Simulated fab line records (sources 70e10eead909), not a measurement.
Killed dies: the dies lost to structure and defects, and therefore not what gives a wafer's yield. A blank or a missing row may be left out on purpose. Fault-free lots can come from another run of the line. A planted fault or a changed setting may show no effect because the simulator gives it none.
Struck lot and sound lot, side by side ; flow nand_harc ; 13 out of 1159 route steps
Sound: these wafers, L364.2, L364.3, L364.6. The struck wafers were L368.3, L368.4, L368.5. Last of all comes the cause.
Each step with rows lists, per side, the tool, then ch with its chambers, then its first start. Under that, the readings that differ: sound wafers ; struck wafers ; difference of the means ; sigmas: that difference in standard deviations of wafers without a fault.
alike: same words and numbers on both sides, and readings whose means sit less than 2 such deviations apart. not compared: any withheld reading, any reading some wafer has no value for, any bound like >300 that may hide the same value, and any number with overlapping values for which the record gives no deviation.
A row with sigmas, a row that says differs or no value, or rows on one side alone: a step with any of these is where the two part. When numbers do not overlap yet have no deviation, they are printed without sigmas and do not part them. Lack of a reading on every wafer of one side parts them only where that side has two or more wafers.

NHARC_A_STAIRCASE_DESCUM_443: chemistry O2, time 3 s.
  sound on rie_diel-02 ch 0,1, day 15 21:15; struck on rie_diel-02 ch 1,3, day 18 01:41
  alike: drypump_motor_current_A, oes_product_au, rf_vpp_V, showerhead_plenum_p_Torr, throttle_valve_pct
  not compared: rf_hours_counter_h
NHARC_A_STAIRCASE_ETCH_444: etches the open film in C4F8/O2, target depth 10200 nm, time 3400 s.
  sound on rie_diel-02 ch 0,1,2, day 15 22:58; struck on rie_diel-02 ch 0,1,3, day 18 02:15
  alike: oes_product_au, rf_vpp_V
  not compared: rf_hours_counter_h
NHARC_A_STAIRCASE_STRIP_446: strips in O2.
  sound on plasma_asher-01 ch 1, day 16 02:11; struck on plasma_asher-01 ch 0,1, day 18 04:08
  alike: drypump_motor_current_A, heater_power_w
  not compared: rf_hours_counter_h
then, 3 steps without rows for these wafers: NHARC_A_STAIRCASE_STRIP_447 (strips in SPM, time 900 s); NHARC_A_STAIRCASE_PRECLEAN_448 (cleans in SC1); NHARC_A_STAIRCASE_SRD_449.
NHARC_A_STAIRCASE_CMP_450: polishes SiO2, target thk 200 nm.
  sound on cmp-04 ch 0,2,3, day 16 02:58; struck on cmp-02 ch 1,2,3, day 18 04:52
  alike: motor_current_A
  not compared: pad_life_wafers
NHARC_A_STAIRCASE_CMP_152: polishes.
  sound on cmp-04 ch 0,2,3, day 16 03:03; struck on cmp-02 ch 1,2,3, day 18 04:56
  alike: motor_current_A
  not compared: pad_life_wafers
then, 2 steps without rows for these wafers: NHARC_A_STAIRCASE_SRD_154; NHARC_A_STAIRCASE_ETCH_403 (etches SiO2 in dHF, target depth 108.2 nm).
NHARC_A_STAIRCASE_ETCHBACK_422: etches the open film in CH3F/O2, target depth 40 nm, time 74.286 s.
  sound on rie_diel-02 ch 0,1,2, day 16 03:30; struck on rie_diel-02 ch 1,2,3, day 18 05:40
  no value came back on the struck wafers for any of 7 readings (bias_w (W), ch3f_flow_sccm (sccm) and others); on the sound wafers bias_w (W) reads 100.16 100.27 100.13
  not compared: rf_hours_counter_h
then, 1 step without rows for these wafers: NHARC_A_STAIRCASE_ETCH_423 (etches SiO2 in dHF, target depth 30 nm).
-- the record jumps here: 6 days lie between the struck wafers' starts before and after (it left off in module A_STAIRCASE and takes up again in module END, whose first step shown is number 1159 of the route) --
NHARC_END_SORT_01:
  here the record holds rows for the struck wafers (prober-02 ch 0, day 24 02:45) but none for the sound ones

## WHERE THEY PART
Last at NHARC_END_SORT_01 as far as this record goes, first at NHARC_A_STAIRCASE_ETCHBACK_422.

WHY: whatever the simulator had introduced
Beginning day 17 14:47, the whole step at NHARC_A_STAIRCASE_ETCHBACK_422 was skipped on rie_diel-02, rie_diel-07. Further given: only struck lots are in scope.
